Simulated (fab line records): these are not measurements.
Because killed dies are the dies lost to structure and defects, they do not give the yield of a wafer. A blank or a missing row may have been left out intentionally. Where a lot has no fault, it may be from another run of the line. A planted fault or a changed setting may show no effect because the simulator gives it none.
Split-lot study -- flow n5-finfet -- route with 1938 steps; 7 lots, 39 wafers read

THE SPLIT
At N5_MOL_CONTACT_COAG_ALD_27 (deposits SiOC, target thk 17 nm, pulse time 1.5 s, time 2720 s), the setting ald-cycles was moved away from the recipe's 340 on 9 of the 39 wafers read, by +15.6% to +59.1%. The other wafers ran this setting at the recipe's value.

The split's own step is where the reading is taken.

THE READING
SiOC_of_MOL_CONTACT_COAG_ALD_27.thk-nm (the simulator's own value, which no gauge read), in nm, at N5_MOL_CONTACT_COAG_ALD_27 (deposits SiOC, target thk 17 nm, pulse time 1.5 s, time 2720 s). There is no usual value for it anywhere in the file. Here, 30 wafers ran the recipe; their average is 17.0 nm with a standard deviation of 0.036 nm.

wafer,"tool, chamber at the split",ald-cycles as run,against the recipe,"SiOC_of_MOL_CONTACT_COAG_ALD_27.thk-nm, nm",against lot-mates on the recipe
L075.1,"ald-sin-01, 2,1,0,3,2,3",340,recipe,17,-
L075.2,"ald-sin-01, 2,1,0,3,2,3",340,recipe,17,-
L075.3,"ald-sin-01, 2,1,0,3,2,3",340,recipe,17,-
L075.4,"ald-sin-01, 2,1,0,3,2,3",340,recipe,17,-
L075.5,"ald-sin-01, 2,1,0,3,2,3",340,recipe,17,-
L075.6,"ald-sin-01, 2,1,0,3,2,3",340,recipe,17,-
L077.1,"ald-sin-04, 1,0",541,+59.1%,27,+10.0
L077.4,"ald-sin-04, 1,0",541,+59.1%,27,+10.0
L077.2,"ald-sin-04, 2,2,1",340,recipe,17,-
L077.5,"ald-sin-04, 2,2,1",340,recipe,17,-
L077.6,"ald-sin-04, 2,2,1",340,recipe,17,-
L077.3,"ald-sin-04, 3",541,+59.1%,27.2,+10.2
L089.1,"ald-sin-01, 2,3",393,+15.6%,19.8,+2.8
L089.4,"ald-sin-01, 2,3",393,+15.6%,19.8,+2.8
L089.2,"ald-sin-01, 0,3,2",340,recipe,17,-
L089.5,"ald-sin-01, 0,3,2",340,recipe,17,-
L089.6,"ald-sin-01, 0,3,2",340,recipe,17,-
L089.3,"ald-sin-01, 1",393,+15.6%,19.6,+2.6
L090.1,"ald-sin-03, 1,3,3",340,recipe,17,-
L090.3,"ald-sin-03, 1,3,3",340,recipe,17,-
L090.5,"ald-sin-03, 1,3,3",340,recipe,17,-
L090.2,"ald-sin-03, 2,1,2",503,+47.9%,25.2,+8.2
L090.4,"ald-sin-03, 2,1,2",503,+47.9%,25.2,+8.2
L090.6,"ald-sin-03, 2,1,2",503,+47.9%,25.2,+8.2
L096.1,"ald-sin-04, 0,2,1,2,3",340,recipe,17,-
L096.3,"ald-sin-04, 0,2,1,2,3",340,recipe,17,-
L096.4,"ald-sin-04, 0,2,1,2,3",340,recipe,17,-
L096.5,"ald-sin-04, 0,2,1,2,3",340,recipe,17,-
L096.6,"ald-sin-04, 0,2,1,2,3",340,recipe,17,-
L096.2,"ald-sin-04, 3",340,recipe,17.2,-
L095.1,"ald-sin-01, 1,0,3,2,1,2",340,recipe,17,-
L095.2,"ald-sin-01, 1,0,3,2,1,2",340,recipe,17,-
L095.3,"ald-sin-01, 1,0,3,2,1,2",340,recipe,17,-
L095.4,"ald-sin-01, 1,0,3,2,1,2",340,recipe,17,-
L095.5,"ald-sin-01, 1,0,3,2,1,2",340,recipe,17,-
L095.6,"ald-sin-01, 1,0,3,2,1,2",340,recipe,17,-
L097.3,"ald-sin-01, 0,3,3",340,recipe,17,-
L097.4,"ald-sin-01, 0,3,3",340,recipe,17,-
L097.5,"ald-sin-01, 0,3,3",340,recipe,17,-
When a row names more than one chamber, that row covers several wafers, and the file does not tell which wafer ran in which chamber.

FIT RESULTS
A straight line over all 39 wafers: SiOC_of_MOL_CONTACT_COAG_ALD_27.thk-nm changes by +0.171 nm for each +1% of ald-cycles; r = +1.00; the points scatter about the line by 0.054 nm.
The same after taking each lot's own level away (the mean of its wafers on the recipe; 39 wafers): +0.171 nm for each +1%; r = +1.00; scatter 0.053 nm.
That fit puts the effect of the largest move of ald-cycles on the reading at 10 nm.
From 17.00 to 17.03 nm: that is the span of the lots' own levels, equal to 0.9 times the standard deviation above.
The two slopes agree, so the slope changes little with the lot-to-lot level.
Check: with one of the wafers moved furthest among these (+59.1%) left out of the fit, the line predicts +10.1 nm for it against its lot-mates. Against them it came out at +10 nm.

OTHER SPLITS ON THESE WAFERS
Before the reading, these wafers also passed through other splits. Each is held against what the fit with the lots' levels taken away leaves over:
other split on the same wafers,wafers away from the commonest value,r with SiOC_of_MOL_CONTACT_COAG_ALD_27.thk-nm (lot level and that fit taken away)
N5_SD_EPI_P_EPI_21 epi-growth-time-s,15,-0.12

FILE'S OWN FIT
SiOC_of_MOL_CONTACT_COAG_ALD_27.thk-nm changes by +0.171 nm for each +1% of ald-cycles, r = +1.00.
